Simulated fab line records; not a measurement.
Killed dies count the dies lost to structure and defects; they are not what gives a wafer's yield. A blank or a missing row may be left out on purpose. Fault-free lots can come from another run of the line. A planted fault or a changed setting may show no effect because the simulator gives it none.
fab line records / flow n5_finfet
[record] lots = 4 wafers = 12 last_day = 16
route steps=1938 shown BEOL_M4@1099 BEOL_M5@1112 BEOL_M8@1393 PASSIVATION@1936
lots with no fault: from the same line, run without faults
start_h: hours from the record's opening day to when the first of the lot's shown wafers began / wait_h: time in hours since the lot's previous step / " the same as in the row above / L1.1+2: several wafers, shown together as one row / - value missing, or start not given / * or withheld: withheld / < > ~ a bound
route shown NAME@n: names a module that has steps shown in the file, with the first one's number in the route / usual: mean and standard deviation over wafers with no fault / same: alike in all rows / chamber/n: place in a boat / sites: the reading at each site / _std_site: how widely they spread, as a standard deviation / _edge_site: inner sites' mean taken away from outer sites' mean / radius_mm: for every site, how far away it sits from the centre of the wafer / mask NAME#n: copy n / behind: tool/chamber where the wafer was last shaped / hold: reason for holding the lot/hours on hold/outcome of the hold / device: which transistor (n, p or np) failed to switch / end of line: at the end of the route, the tests of the same wafers / for a step that has no rows: nothing shown but its recipe / killed: dies that structure and defects cost at the first sort, which is not the same as the wafer's yield / map: a wafer's dies, x killed, . not, _ none there
set.NAME: the run value of the setting; set.NAME@STEP: its run value at that earlier step / model.NAME: the simulator's own value behind a step, which no gauge read
a table for each step, a row for each wafer; lots at some steps of the route
services: when a tool's chamber went out of use (start_h, in hours from the record's first day, below 0 if earlier), for how many hours, and the reason
[[steps]]
[step N5_BEOL_M4_ANNEAL_95]
[recipe] temp_c = 400 time_s = 240 ambient = vacuum
[step N5_BEOL_M4_SPUTTER_96]
[recipe] material = Cu target_thk_a = 45 temp_c = -20 chamber_pressure_pa = 0.07 power_w = withheld time_s = 8.29
[step N5_BEOL_M4_ECD_50]
[recipe] material = Cu target_thk_a = 3000
[step N5_BEOL_M4_ANNEAL_51]
[recipe] temp_c = 225 time_s = 90 ambient = N2
[step N5_BEOL_M4_CMP_52]
[recipe] stop_on = SiOC t_overpolish_s = 6.8 down_force_psi = 1 platen_rpm = 50 clearing_platen_down_force_psi = 1.5 clearing_platen_rpm = 50 post_cmp_clean = cu_alkaline target_thk_nm = 40 clearing_platen_pad_velocity_m_s = 0.99484 pad_velocity_m_s = 0.99484
[step N5_BEOL_M4_PRE_CLEAN_60]
[recipe] gas = NH3/H2 time_s = 15 temp_c = * rf_power_w = 300
[step N5_BEOL_M4_CO_CAP_55]
[recipe] material = Co target_thk_a = 20 temp_c = 200 precursor = CCTBA/H2 pressure_torr = 30 time_s = 102.1
[step N5_BEOL_M4_PRE_CLEAN_56]
[recipe] gas = NH3 time_s = 15 temp_c = withheld rf_power_w = 300
[step N5_BEOL_M4_DEP_57]
[recipe] material = SiCN target_thk_a = 80 temp_c = withheld precursor = 3MS/NH3 pressure_torr = 3 rf_w = 202 time_s = 14
[step N5_BEOL_M4_RC_MEAS_101]
[usual] DIBL_N = 35.3/1.8 DIBL_P = 35.2/2.2 IOFF_N = 0.144/0.029 IOFF_P = 0.19/0.031 ION_N = 670/12 ION_P = 460/7.6 SS_N = 71.2/0.62 SS_P = 73.0/0.69 VT_N = 251/3.4 VT_P = -251.4/2.6
lot.wafer=L152.1 tool=prober-01 chamber=0 start_h=214.03 wait_h=0.0 DIBL_N[mV/V]=34.6 DIBL_P[mV/V]=35.4 IOFF_N[nA/um]=0.143 IOFF_P[nA/um]=0.19 ION_N[uA/um]=664 ION_P[uA/um]=455 SS_N[mV/dec]=70.4 SS_P[mV/dec]=72.6 VT_N[mV]=252 VT_P[mV]=-249.9
lot.wafer=L152.2 tool=prober-01 chamber=0 start_h=214.03 wait_h=0.0 DIBL_N[mV/V]=37.3 DIBL_P[mV/V]=38.8 IOFF_N[nA/um]=0.181 IOFF_P[nA/um]=0.25 ION_N[uA/um]=678 ION_P[uA/um]=465 SS_N[mV/dec]=71.9 SS_P[mV/dec]=72.6 VT_N[mV]=249 VT_P[mV]=-248.0
lot.wafer=L152.3 tool=prober-01 chamber=0 start_h=214.03 wait_h=0.0 DIBL_N[mV/V]=34.9 DIBL_P[mV/V]=34.8 IOFF_N[nA/um]=0.143 IOFF_P[nA/um]=0.20 ION_N[uA/um]=668 ION_P[uA/um]=463 SS_N[mV/dec]=71.0 SS_P[mV/dec]=72.6 VT_N[mV]=253 VT_P[mV]=-249.2
lot.wafer=L153.2 tool=prober-01 chamber=0 start_h=236.93 wait_h=0.2 DIBL_N[mV/V]=34.8 DIBL_P[mV/V]=34.8 IOFF_N[nA/um]=0.139 IOFF_P[nA/um]=0.17 ION_N[uA/um]=663 ION_P[uA/um]=445 SS_N[mV/dec]=71.6 SS_P[mV/dec]=73.3 VT_N[mV]=253 VT_P[mV]=-254.3
lot.wafer=L153.4 tool=prober-01 chamber=0 start_h=236.93 wait_h=0.2 DIBL_N[mV/V]=32.5 DIBL_P[mV/V]=31.9 IOFF_N[nA/um]=0.107 IOFF_P[nA/um]=0.14 ION_N[uA/um]=651 ION_P[uA/um]=442 SS_N[mV/dec]=71.2 SS_P[mV/dec]=72.7 VT_N[mV]=257 VT_P[mV]=-253.5
lot.wafer=L153.5 tool=prober-01 chamber=0 start_h=236.93 wait_h=0.2 DIBL_N[mV/V]=30.4 DIBL_P[mV/V]=29.9 IOFF_N[nA/um]=0.084 IOFF_P[nA/um]=0.13 ION_N[uA/um]=640 ION_P[uA/um]=449 SS_N[mV/dec]=70.5 SS_P[mV/dec]=71.4 VT_N[mV]=259 VT_P[mV]=-255.8
lot.wafer=L155.3 tool=prober-02 chamber=0 start_h=238.48 wait_h=0.5 DIBL_N[mV/V]=33.1 DIBL_P[mV/V]=33.6 IOFF_N[nA/um]=0.119 IOFF_P[nA/um]=0.15 ION_N[uA/um]=671 ION_P[uA/um]=458 SS_N[mV/dec]=70.9 SS_P[mV/dec]=73.0 VT_N[mV]=253 VT_P[mV]=-253.9
lot.wafer=L155.5 tool=prober-02 chamber=0 start_h=238.48 wait_h=0.5 DIBL_N[mV/V]=32.3 DIBL_P[mV/V]=32.6 IOFF_N[nA/um]=0.108 IOFF_P[nA/um]=0.15 ION_N[uA/um]=656 ION_P[uA/um]=451 SS_N[mV/dec]=70.7 SS_P[mV/dec]=72.6 VT_N[mV]=255 VT_P[mV]=-257.4
lot.wafer=L155.6 tool=prober-02 chamber=0 start_h=238.48 wait_h=0.5 DIBL_N[mV/V]=34.0 DIBL_P[mV/V]=36.0 IOFF_N[nA/um]=0.134 IOFF_P[nA/um]=0.18 ION_N[uA/um]=670 ION_P[uA/um]=459 SS_N[mV/dec]=70.8 SS_P[mV/dec]=73.6 VT_N[mV]=252 VT_P[mV]=-251.4
lot.wafer=L164.1 tool=prober-01 chamber=0 start_h=280.97 wait_h=0.0 DIBL_N[mV/V]=36.4 DIBL_P[mV/V]=38.7 IOFF_N[nA/um]=0.197 IOFF_P[nA/um]=0.24 ION_N[uA/um]=690 ION_P[uA/um]=464 SS_N[mV/dec]=71.2 SS_P[mV/dec]=73.6 VT_N[mV]=245 VT_P[mV]=-249.1
lot.wafer=L164.4 tool=prober-01 chamber=0 start_h=280.97 wait_h=0.0 DIBL_N[mV/V]=35.3 DIBL_P[mV/V]=37.1 IOFF_N[nA/um]=0.167 IOFF_P[nA/um]=0.21 ION_N[uA/um]=678 ION_P[uA/um]=467 SS_N[mV/dec]=71.2 SS_P[mV/dec]=73.5 VT_N[mV]=249 VT_P[mV]=-251.5
lot.wafer=L164.5 tool=prober-01 chamber=0 start_h=280.97 wait_h=0.0 DIBL_N[mV/V]=36.0 DIBL_P[mV/V]=38.2 IOFF_N[nA/um]=0.206 IOFF_P[nA/um]=0.24 ION_N[uA/um]=701 ION_P[uA/um]=480 SS_N[mV/dec]=71.5 SS_P[mV/dec]=74.5 VT_N[mV]=245 VT_P[mV]=-247.5
[step N5_BEOL_M5_ILD_DEP_00]
[recipe] material = SiCOH_lowk target_thk_a = 1406.4 temp_c = 300 precursor = DEMS/porogen pressure_torr = 5 rf_w = 500 time_s = 25.9
[step N5_BEOL_M5_CURE_79]
[recipe] temp_c = 385 time_s = 240 ambient = He/Ar material = SiCOH_lowk
[step N5_BEOL_M5_PECVD_70]
[recipe] material = SiO2 target_thk_a = 160 temp_c = 400 precursor = TEOS/O2 pressure_torr = 5.5 rf_w = 450 teos_flow_sccm = 53.8 gas = O2 flow_sccm = 3000 time_s = 18
[step N5_BEOL_M5_HM_DEP_02]
[recipe] material = TiN target_thk_a = 200 temp_c = 25 chamber_pressure_pa = 0.49996
[step N5_BEOL_M5_COAT_59]
[recipe] resist = SOC temp_c = 250 time_s = 60 spin_rpm = 1500 resist_thk_nm = 60
[step N5_BEOL_M5_COAT_60]
[recipe] resist = SiARC temp_c = 220 time_s = 60 spin_rpm = 1500 resist_thk_nm = 12
[step N5_BEOL_M5_COAT_71]
[recipe] resist = underlayer temp_c = 205 time_s = 60 spin_rpm = 1500 resist_thk_nm = 5
[step N5_BEOL_M5_COAT_05]
[recipe] resist = CAR-EUV spin_rpm = 1500 resist_thk_nm = 30
[step N5_BEOL_M5_EBR_07]
[recipe] solvent = PGMEA ebr_width_mm = 1.5
[step N5_BEOL_M5_SOFTBAKE_06]
[recipe] temp_c = 110 time_s = 60 resist = CAR-EUV
[step N5_BEOL_M5_EXPOSE_08]
[recipe] mask_id = M5 na = 0.33 source_shape = annular sigma_inner = 0.4 sigma_outer = 0.8 polarization = unpolarized target_cd_nm = 28 dose_mj = 35.75
[step N5_BEOL_M5_PEB_09]
[recipe] peb_temp_c = 100 peb_time_s = 60 resist = CAR-EUV
[step N5_BEOL_M5_DEVELOP_10]
[recipe] develop_time_s = 30 developer = TMAH resist = CAR-EUV rinse_liquid = surfactant_rinse dry = air_spin dev_temp_c = 23
[step N5_BEOL_M5_DESCUM_16]
[recipe] chemistry = O2 time_s = 7 source_power_w = 50 bias_power_w = 20 pressure_mtorr = 20 rf_frequency_hz = 2.712e+07 temp_c = 40 resist = CAR-EUV o2_flow_sccm = 225
[step N5_BEOL_M5_ETCH_72]
[recipe] chemistry = N2/H2 target = underlayer target_depth_a = 65 mask_material = CAR-EUV time_s = 5.2 ion_energy_ev = 200 pressure_mtorr = 30 source_w = 840 bias_w = 150 n2_flow_sccm = 200 h2_flow_sccm = 200 ends = cleared
[step N5_BEOL_M5_ETCH_61]
[recipe] chemistry = CF4 target = SiARC target_depth_a = 156 mask_material = CAR-EUV time_s = 26 ion_energy_ev = 80 pressure_mtorr = 40 source_w = 545 bias_w = 36 Ar_flow_sccm = 100 cf4_flow_sccm = 100 ends = cleared
[step N5_BEOL_M5_ETCH_62]
[recipe] chemistry = N2/H2 target = SOC target_depth_a = 750 overetch_a = 150 mask_material = SiARC temp_c = 40 time_s = 112.5 ion_energy_ev = 200 pressure_mtorr = 30 source_w = 840 bias_w = 150 n2_flow_sccm = 200 h2_flow_sccm = 200
[step N5_BEOL_M5_STRIP_63]
[recipe] chemistry = N2/H2 temp_c = 40 n2_flow_sccm = 200 h2_flow_sccm = 200 rf_frequency_hz = 6e+07
[step N5_BEOL_M5_STRIP_73]
[recipe] chemistry = N2/H2 temp_c = 40 n2_flow_sccm = 200 h2_flow_sccm = 200 rf_frequency_hz = 6e+07
[step N5_BEOL_M5_STRIP_64]
[recipe] chemistry = CF4 resist = SiARC power_w = 300 bias_power_w = 75 pressure_mtorr = 50 cf4_flow_sccm = 150 rf_frequency_hz = 6e+07
[step N5_BEOL_M5_HM_OPEN_17]
[recipe] chemistry = Cl2/BCl3 target_depth_a = 200 overetch_a = 60 target = TiN mask_material = SOC ion_energy_ev = 150 pressure_mtorr = 10 icp_w = 1000 bias_w = 126 Cl2_flow_sccm = 53.25 bcl3_flow_sccm = 21.75 Ar_flow_sccm = 25
[step N5_BEOL_M5_STRIP_19]
[recipe] chemistry = O2 power_w = 400 temp_c = 40 pressure_mtorr = 30 rf_frequency_hz = 6e+07 bias_power_w = 0 overash_fraction = 0.2 o2_flow_sccm = 225
[step N5_BEOL_M5_COAT_65]
[recipe] resist = SOC temp_c = 250 time_s = 60 spin_rpm = 1500 resist_thk_nm = 60
[step N5_BEOL_M5_COAT_66]
[recipe] resist = SiARC temp_c = 220 time_s = 60 spin_rpm = 1500 resist_thk_nm = 12
[step N5_BEOL_M8_ECD_50]
[recipe] material = Cu target_thk_a = 3000
lot.wafer=L152.1+2+3 tool=ecd_cu-01 chamber=0,1,1 start_h=253.75 wait_h=0.1
lot.wafer=L155.3+5+6 tool=ecd_cu-01 chamber=0,1,0 start_h=277.89 wait_h=0.1
lot.wafer=L153.2+4+5 tool=ecd_cu-01 chamber=1,0,1 start_h=279.63 wait_h=0.1
lot.wafer=L164.1+4+5 tool=ecd_cu-01 chamber=0 start_h=324.74 wait_h=0.1
[step N5_BEOL_M8_CMP_52]
[recipe] stop_on = SiCOH_lowk t_overpolish_s = 6.9 down_force_psi = 1 platen_rpm = 50 clearing_platen_down_force_psi = 1.5 clearing_platen_rpm = 50 post_cmp_clean = cu_alkaline target_thk_nm = 80 clearing_platen_pad_velocity_m_s = 0.99484 pad_velocity_m_s = 0.99484
[usual] motor_current_A = 5.9/0.77 retaining_ring_pressure_frac = 1.000/0.0052 time_to_endpoint_s = 61/3.2
lot.wafer=L152.3 tool=cmp-04 chamber=1 start_h=254.14 wait_h=0.2 motor_current_A=5.8 retaining_ring_pressure_frac=0.992 time_to_endpoint_s=60
lot.wafer=L152.2 tool=cmp-04 chamber=2 start_h=254.14 wait_h=0.2 motor_current_A=5.8 retaining_ring_pressure_frac=1.003 time_to_endpoint_s=63
lot.wafer=L152.1 tool=cmp-04 chamber=0 start_h=254.14 wait_h=0.2 motor_current_A=5.2 retaining_ring_pressure_frac=1.001 time_to_endpoint_s=65
lot.wafer=L155.3 tool=cmp-02 chamber=0 start_h=278.29 wait_h=0.2 motor_current_A=7.1 retaining_ring_pressure_frac=1.005 time_to_endpoint_s=4
lot.wafer=L155.5 tool=cmp-02 chamber=3 start_h=278.29 wait_h=0.2 motor_current_A=7.5 retaining_ring_pressure_frac=1.002 time_to_endpoint_s=4
lot.wafer=L155.6 tool=cmp-02 chamber=0 start_h=278.29 wait_h=0.2 motor_current_A=6.8 retaining_ring_pressure_frac=0.997 time_to_endpoint_s=1
lot.wafer=L153.2 tool=cmp-04 chamber=2 start_h=280.07 wait_h=0.3 motor_current_A=5.5 retaining_ring_pressure_frac=1.001 time_to_endpoint_s=1
lot.wafer=L153.4 tool=cmp-04 chamber=3 start_h=280.07 wait_h=0.3 motor_current_A=5.0 retaining_ring_pressure_frac=1.003 time_to_endpoint_s=1
lot.wafer=L153.5 tool=cmp-04 chamber=2 start_h=280.07 wait_h=0.3 motor_current_A=5.5 retaining_ring_pressure_frac=0.996 time_to_endpoint_s=1
lot.wafer=L164.1 tool=cmp-04 chamber=1 start_h=325.51 wait_h=0.3 motor_current_A=5.6 retaining_ring_pressure_frac=0.999 time_to_endpoint_s=60
lot.wafer=L164.4 tool=cmp-04 chamber=0 start_h=325.51 wait_h=0.3 motor_current_A=5.0 retaining_ring_pressure_frac=0.996 time_to_endpoint_s=60
lot.wafer=L164.5 tool=cmp-04 chamber=1 start_h=325.51 wait_h=0.3 motor_current_A=5.7 retaining_ring_pressure_frac=0.994 time_to_endpoint_s=59
[step N5_PASSIVATION_PROBE_49]
[usual] defect_limited_yield = 91.0/1.4 killed_at_M0_to_M3 = 36/10 killed_at_M4_up = 15/5 killed_at_contacts = 12/6.1 killed_at_front_end = 40/13 killed_at_other = 3.8/2.9 killed_dies = 106/16 killed_on_rim = 14/4.1 killed_open = 68/12 killed_short = 35/8.2 sort_bin_5_function = 5.2/0.9 sort_bin_6_memory = 3.4/0.71 sort_n_pass = 1073/17 sort_yield_pct = 91.0/1.5
[same] gross_dies = 1180 killed_at_back_side = 0 sort_bin_4_leakage[%] = 0 sort_bin_8_speed[%] = 0
lot.wafer=L155.3 tool=prober-01 chamber=- start_h=355.64 wait_h=0.1 defect_limited_yield[%]=0 killed_at_M0_to_M3=37 killed_at_M4_up=1098 killed_at_contacts=10 killed_at_front_end=35 killed_at_other=0 killed_dies=1180 killed_on_rim=152 killed_open=63 killed_short=30 sort_bin_5_function[%]=97.5 sort_bin_6_memory[%]=2.2 sort_n_pass=0 sort_yield_pct[%]=0
lot.wafer=L155.5 tool=prober-01 chamber=- start_h=355.74 wait_h=0.2 defect_limited_yield[%]=0 killed_at_M0_to_M3=18 killed_at_M4_up=1107 killed_at_contacts=23 killed_at_front_end=29 killed_at_other=3 killed_dies=1180 killed_on_rim=152 killed_open=51 killed_short=27 sort_bin_5_function[%]=97.4 sort_bin_6_memory[%]=2.5 sort_n_pass=0 sort_yield_pct[%]=0
lot.wafer=L155.6 tool=prober-01 chamber=- start_h=355.79 wait_h=0.3 defect_limited_yield[%]=0 killed_at_M0_to_M3=19 killed_at_M4_up=1113 killed_at_contacts=14 killed_at_front_end=34 killed_at_other=0 killed_dies=1180 killed_on_rim=152 killed_open=48 killed_short=29 sort_bin_5_function[%]=97.7 sort_bin_6_memory[%]=1.9 sort_n_pass=0 sort_yield_pct[%]=0
lot.wafer=L153.2 tool=prober-01 chamber=- start_h=375.73 wait_h=0.3 defect_limited_yield[%]=0 killed_at_M0_to_M3=33 killed_at_M4_up=1091 killed_at_contacts=0 killed_at_front_end=54 killed_at_other=2 killed_dies=1180 killed_on_rim=152 killed_open=65 killed_short=32 sort_bin_5_function[%]=96.8 sort_bin_6_memory[%]=2.9 sort_n_pass=0 sort_yield_pct[%]=0
lot.wafer=L153.4 tool=prober-01 chamber=- start_h=375.83 wait_h=0.4 defect_limited_yield[%]=0 killed_at_M0_to_M3=27 killed_at_M4_up=1101 killed_at_contacts=5 killed_at_front_end=38 killed_at_other=9 killed_dies=1180 killed_on_rim=152 killed_open=69 killed_short=25 sort_bin_5_function[%]=96.5 sort_bin_6_memory[%]=3.3 sort_n_pass=0 sort_yield_pct[%]=0
lot.wafer=L153.5 tool=prober-01 chamber=- start_h=375.88 wait_h=0.4 defect_limited_yield[%]=0 killed_at_M0_to_M3=35 killed_at_M4_up=1088 killed_at_contacts=4 killed_at_front_end=46 killed_at_other=7 killed_dies=1180 killed_on_rim=152 killed_open=71 killed_short=46 sort_bin_5_function[%]=95.6 sort_bin_6_memory[%]=4.0 sort_n_pass=0 sort_yield_pct[%]=0
lot.wafer=L164.1 tool=prober-01 chamber=- start_h=391.47 wait_h=0.0 defect_limited_yield[%]=93.9 killed_at_M0_to_M3=23 killed_at_M4_up=8 killed_at_contacts=12 killed_at_front_end=27 killed_at_other=2 killed_dies=72 killed_on_rim=10 killed_open=39 killed_short=28 sort_bin_5_function[%]=3.2 sort_bin_6_memory[%]=2.2 sort_n_pass=1108 sort_yield_pct[%]=93.9
lot.wafer=L164.4 tool=prober-01 chamber=- start_h=391.62 wait_h=0.2 defect_limited_yield[%]=91.7 killed_at_M0_to_M3=36 killed_at_M4_up=14 killed_at_contacts=11 killed_at_front_end=32 killed_at_other=5 killed_dies=98 killed_on_rim=13 killed_open=58 killed_short=39 sort_bin_5_function[%]=4.3 sort_bin_6_memory[%]=3.4 sort_n_pass=1082 sort_yield_pct[%]=91.7
lot.wafer=L164.5 tool=prober-01 chamber=- start_h=391.67 wait_h=0.2 defect_limited_yield[%]=90.5 killed_at_M0_to_M3=42 killed_at_M4_up=13 killed_at_contacts=16 killed_at_front_end=33 killed_at_other=8 killed_dies=112 killed_on_rim=13 killed_open=73 killed_short=38 sort_bin_5_function[%]=5.5 sort_bin_6_memory[%]=3.7 sort_n_pass=1068 sort_yield_pct[%]=90.5
// killed by level:class
L155.3 BEOL_M8:area_ecd=1087 MOL_CONTACT_COAG:geometric_particle:open=9 BEOL_M2:geometric_particle:open=9 BEOL_M0_SAQP:geometric_particle:short=8 DUMMY_GATE:geometric_particle:open=7 FIN_SAQP:geometric_particle:open=6 BEOL_M0_SAQP:geometric_particle:open=5 BEOL_M1:geometric_particle:open=5
L155.5 BEOL_M8:area_ecd=1099 MOL_CONTACT_COAG:geometric_particle:open=19 FIN_SAQP:geometric_particle:short=8 BEOL_M1:geometric_particle:open=6 BEOL_M0_SAQP:geometric_particle:short=5 MOL_CONTACT_COAG:geometric_particle:short=4 STARTING-WAFER:geometric_particle:open=4 FIN_SAQP:geometric_particle:open=3
L155.6 BEOL_M8:area_ecd=1101 MOL_CONTACT_COAG:geometric_particle:open=11 FIN_SAQP:geometric_particle:short=10 FIN_SAQP:geometric_particle:open=9 BEOL_M0_SAQP:geometric_particle:short=6 BEOL_M0_SAQP:geometric_particle:open=6 STI_FIN_REVEAL:geometric_particle:open=4 DUMMY_GATE:geometric_particle:open=4
L153.2 BEOL_M8:area_ecd=1083 STI_FIN_REVEAL:geometric_particle:open=29 BEOL_M0_SAQP:geometric_particle:short=8 BEOL_M1:geometric_particle:open=6 DUMMY_GATE:geometric_particle:open=5 BEOL_M0_SAQP:geometric_particle:open=5 FIN_SAQP:geometric_particle:short=4 BEOL_M1:geometric_particle:short=4
L153.4 BEOL_M8:area_ecd=1086 STI_FIN_REVEAL:geometric_particle:open=12 BEOL_M0_SAQP:geometric_particle:short=7 BEOL_M4:geometric_particle:open=7 BEOL_M3:geometric_particle:open=6 DUMMY_GATE:geometric_particle:open=5 BEOL_M2:geometric_particle:open=5 FIN_SAQP:geometric_particle:open=3
L153.5 BEOL_M8:area_ecd=1063 FIN_SAQP:geometric_particle:short=11 BEOL_M4:geometric_particle:open=11 STI_FIN_REVEAL:geometric_particle:open=10 BEOL_M0_SAQP:geometric_particle:open=8 BEOL_M2:geometric_particle:open=8 BEOL_M0_SAQP:geometric_particle:short=6 BEOL_M1:geometric_particle:open=6
L164.1 MOL_CONTACT_COAG:geometric_particle:open=9 BEOL_M2:geometric_particle:open=6 FIN_SAQP:geometric_particle:short=5 DUMMY_GATE:geometric_particle:open=5 BEOL_M0_SAQP:geometric_particle:short=5 GATE_CUT:geometric_particle:short=4 BEOL_M3:geometric_particle:open=4 MOL_CONTACT_COAG:geometric_particle:short=3
L164.4 FIN_SAQP:geometric_particle:short=13 FIN_SAQP:geometric_particle:open=13 MOL_CONTACT_COAG:geometric_particle:open=8 BEOL_M0_SAQP:geometric_particle:open=8 BEOL_M0_SAQP:geometric_particle:short=8 BEOL_M2:geometric_particle:open=5 BEOL_M3:geometric_particle:open=5 BEOL_M1:geometric_particle:open=4
L164.5 BEOL_M3:geometric_particle:open=13 MOL_CONTACT_COAG:geometric_particle:open=10 FIN_SAQP:geometric_particle:short=9 BEOL_M0_SAQP:geometric_particle:short=8 BEOL_M2:geometric_particle:open=7 MOL_CONTACT_COAG:geometric_particle:short=6 MIM_TOP:geometric_particle:short=6 FIN_SAQP:geometric_particle:open=5
// map L153.2 (x killed, . not)
_________________xxxxxxxxxxxx________________
______________xxxxxxxxxxxxxxxxxx_____________
___________xxxxxxxxxxxxxxxxxxxxxxxx__________
__________xxxxxxxxxxxxxxxxxxxxxxxxxx_________
________xxxxxxxxxxxxxxxxxxxxxxxxxxxxxx_______
_______xxxxxxxxxxxxxxxxxxxxxxxxxxxxxxxx______
______xxxxxxxxxxxxxxxxxxxxxxxxxxxxxxxxxx_____
_____xxxxxxxxxxxxxxxxxxxxxxxxxxxxxxxxxxxx____
____xxxxxxxxxxxxxxxxxxxxxxxxxxxxxxxxxxxxxx___
___xxxxxxxxxxxxxxxxxxxxxxxxxxxxxxxxxxxxxxxx__
___xxxxxxxxxxxxxxxxxxxxxxxxxxxxxxxxxxxxxxxx__
__xxxxxxxxxxxxxxxxxxxxxxxxxxxxxxxxxxxxxxxxxx_
__xxxxxxxxxxxxxxxxxxxxxxxxxxxxxxxxxxxxxxxxxx_
_xxxxxxxxxxxxxxxxxxxxxxxxxxxxxxxxxxxxxxxxxxxx
_xxxxxxxxxxxxxxxxxxxxxxxxxxxxxxxxxxxxxxxxxxxx
_xxxxxxxxxxxxxxxxxxxxxxxxxxxxxxxxxxxxxxxxxxxx
_xxxxxxxxxxxxxxxxxxxxxxxxxxxxxxxxxxxxxxxxxxxx
_xxxxxxxxxxxxxxxxxxxxxxxxxxxxxxxxxxxxxxxxxxxx
_xxxxxxxxxxxxxxxxxxxxxxxxxxxxxxxxxxxxxxxxxxxx
_xxxxxxxxxxxxxxxxxxxxxxxxxxxxxxxxxxxxxxxxxxxx
_xxxxxxxxxxxxxxxxxxxxxxxxxxxxxxxxxxxxxxxxxxxx
__xxxxxxxxxxxxxxxxxxxxxxxxxxxxxxxxxxxxxxxxxx_
__xxxxxxxxxxxxxxxxxxxxxxxxxxxxxxxxxxxxxxxxxx_
___xxxxxxxxxxxxxxxxxxxxxxxxxxxxxxxxxxxxxxxx__
___xxxxxxxxxxxxxxxxxxxxxxxxxxxxxxxxxxxxxxxx__
____xxxxxxxxxxxxxxxxxxxxxxxxxxxxxxxxxxxxxx___
_____xxxxxxxxxxxxxxxxxxxxxxxxxxxxxxxxxxxx____
______xxxxxxxxxxxxxxxxxxxxxxxxxxxxxxxxxx_____
_______xxxxxxxxxxxxxxxxxxxxxxxxxxxxxxxx______
________xxxxxxxxxxxxxxxxxxxxxxxxxxxxxx_______
__________xxxxxxxxxxxxxxxxxxxxxxxxxx_________
___________xxxxxxxxxxxxxxxxxxxxxxxx__________
______________xxxxxxxxxxxxxxxxxx_____________
_________________xxxxxxxxxxxx________________
// map L155.3 (x killed, . not)
_________________xxxxxxxxxxxx________________
______________xxxxxxxxxxxxxxxxxx_____________
___________xxxxxxxxxxxxxxxxxxxxxxxx__________
__________xxxxxxxxxxxxxxxxxxxxxxxxxx_________
________xxxxxxxxxxxxxxxxxxxxxxxxxxxxxx_______
_______xxxxxxxxxxxxxxxxxxxxxxxxxxxxxxxx______
______xxxxxxxxxxxxxxxxxxxxxxxxxxxxxxxxxx_____
_____xxxxxxxxxxxxxxxxxxxxxxxxxxxxxxxxxxxx____
____xxxxxxxxxxxxxxxxxxxxxxxxxxxxxxxxxxxxxx___
___xxxxxxxxxxxxxxxxxxxxxxxxxxxxxxxxxxxxxxxx__
___xxxxxxxxxxxxxxxxxxxxxxxxxxxxxxxxxxxxxxxx__
__xxxxxxxxxxxxxxxxxxxxxxxxxxxxxxxxxxxxxxxxxx_
__xxxxxxxxxxxxxxxxxxxxxxxxxxxxxxxxxxxxxxxxxx_
_xxxxxxxxxxxxxxxxxxxxxxxxxxxxxxxxxxxxxxxxxxxx
_xxxxxxxxxxxxxxxxxxxxxxxxxxxxxxxxxxxxxxxxxxxx
_xxxxxxxxxxxxxxxxxxxxxxxxxxxxxxxxxxxxxxxxxxxx
_xxxxxxxxxxxxxxxxxxxxxxxxxxxxxxxxxxxxxxxxxxxx
_xxxxxxxxxxxxxxxxxxxxxxxxxxxxxxxxxxxxxxxxxxxx
_xxxxxxxxxxxxxxxxxxxxxxxxxxxxxxxxxxxxxxxxxxxx
_xxxxxxxxxxxxxxxxxxxxxxxxxxxxxxxxxxxxxxxxxxxx
_xxxxxxxxxxxxxxxxxxxxxxxxxxxxxxxxxxxxxxxxxxxx
__xxxxxxxxxxxxxxxxxxxxxxxxxxxxxxxxxxxxxxxxxx_
__xxxxxxxxxxxxxxxxxxxxxxxxxxxxxxxxxxxxxxxxxx_
___xxxxxxxxxxxxxxxxxxxxxxxxxxxxxxxxxxxxxxxx__
___xxxxxxxxxxxxxxxxxxxxxxxxxxxxxxxxxxxxxxxx__
____xxxxxxxxxxxxxxxxxxxxxxxxxxxxxxxxxxxxxx___
_____xxxxxxxxxxxxxxxxxxxxxxxxxxxxxxxxxxxx____
______xxxxxxxxxxxxxxxxxxxxxxxxxxxxxxxxxx_____
_______xxxxxxxxxxxxxxxxxxxxxxxxxxxxxxxx______
________xxxxxxxxxxxxxxxxxxxxxxxxxxxxxx_______
__________xxxxxxxxxxxxxxxxxxxxxxxxxx_________
___________xxxxxxxxxxxxxxxxxxxxxxxx__________
______________xxxxxxxxxxxxxxxxxx_____________
_________________xxxxxxxxxxxx________________
[[services]]
tool=cmp-04 chamber=- start_h=234.31 hours=3.4 kind=repair
tool=ecd_cu-01 chamber=- start_h=269.44 hours=0.8 kind=repair
tool=cmp-02 chamber=- start_h=296.71 hours=4.0 kind=pm
tool=cmp-04 chamber=- start_h=296.84 hours=0.8 kind=repair
tool=cmp-02 chamber=- start_h=300.71 hours=- kind=consumable_replace:conditioner
tool=cmp-02 chamber=- start_h=300.71 hours=- kind=consumable_replace:pad
tool=cmp-04 chamber=- start_h=315.30 hours=4.0 kind=pm
tool=cmp-04 chamber=- start_h=319.30 hours=- kind=consumable_replace:conditioner
tool=cmp-04 chamber=- start_h=319.30 hours=- kind=consumable_replace:pad
[[key]]
[first_sign] step = N5_BEOL_M8_CMP_52 reading = time_to_endpoint_s direction = down sigmas = 19 usual = * struck = *
[effect] step = N5_PASSIVATION_PROBE_49 reading = killed_at_M4_up direction = up sigmas = 99+ usual = 15 struck = 1100
[more_kills_born_at] N5_BEOL_M8_ECD_50@ecd_cu-01 = 6518
met_at N5_BEOL_M8_ECD_50
struck_wafers L153.2,L153.4,L153.5,L155.3,L155.5,L155.6
later_rows_left_out L153.2,L153.4,L153.5,L155.3,L155.5,L155.6
onset_between 253.75 277.89
[fault] kind = skipped_step_whole tool = ecd_cu-01 chamber = - onset_h = 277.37 steps = N5_BEOL_M8_ECD_50 scope = struck_lots_only
// later_rows_left_out: the simulator's readings of these wafers behind a module that went badly wrong aren't trusted and aren't shown, but for the sort
